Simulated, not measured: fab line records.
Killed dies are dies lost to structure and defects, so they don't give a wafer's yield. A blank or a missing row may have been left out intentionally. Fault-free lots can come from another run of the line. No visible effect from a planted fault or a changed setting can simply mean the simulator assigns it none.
Chamber matching / flow n5 finfet / N5_BEOL_M5_STRIP_19 on rie diel-02: 4 sister chambers
The step strips in O2. 4 wafers are shown with their chamber, then 9 later ones without.

WAFERS, EACH WITH ITS CHAMBER
wafer=L086.5; chamber=1; throttle valve pct (%)=16.99
wafer=L089.1; chamber=3; throttle valve pct (%)=16.63
wafer=L089.4; chamber=2; throttle valve pct (%)=16.73
wafer=L089.6; chamber=0; throttle valve pct (%)=16.33

WAFERS WITH NO CHAMBER GIVEN
wafer=L091.1; throttle valve pct (%)=16.36
wafer=L091.3; throttle valve pct (%)=17.01
wafer=L091.6; throttle valve pct (%)=17.02
wafer=L092.1; throttle valve pct (%)=16.36
wafer=L092.4; throttle valve pct (%)=17.00
wafer=L092.6; throttle valve pct (%)=16.35
wafer=L093.3; throttle valve pct (%)=17.01
wafer=L093.4; throttle valve pct (%)=16.64
wafer=L093.5; throttle valve pct (%)=16.77

WHICH CHAMBER EACH WENT THROUGH
wafer=L091.1; from the rows above=0; in truth=0
wafer=L091.3; from the rows above=1; in truth=1
wafer=L091.6; from the rows above=1; in truth=1
wafer=L092.1; from the rows above=0; in truth=0
wafer=L092.4; from the rows above=1; in truth=1
wafer=L092.6; from the rows above=0; in truth=0
wafer=L093.3; from the rows above=1; in truth=1
wafer=L093.4; from the rows above=3; in truth=3
wafer=L093.5; from the rows above=2; in truth=2
Correct placement for 9 of the 9. From these rows, 0 cannot be placed. Placed wrongly: 0.
How it was worked out, from the rows above alone: a wafer's distance from a chamber is the root of the sum, over the readings, of the square of ((its reading less the chamber's mean) divided by the reading's scatter). If the next closest chamber is less than 2 further off than the closest, the wafer can't be placed; otherwise it belongs to the closest. For every chamber, the mean is computed from those of its wafers that are shown. The scatter: with one shown wafer a chamber, the root of the mean of the squares of how far each hidden wafer lies from its nearest shown one.
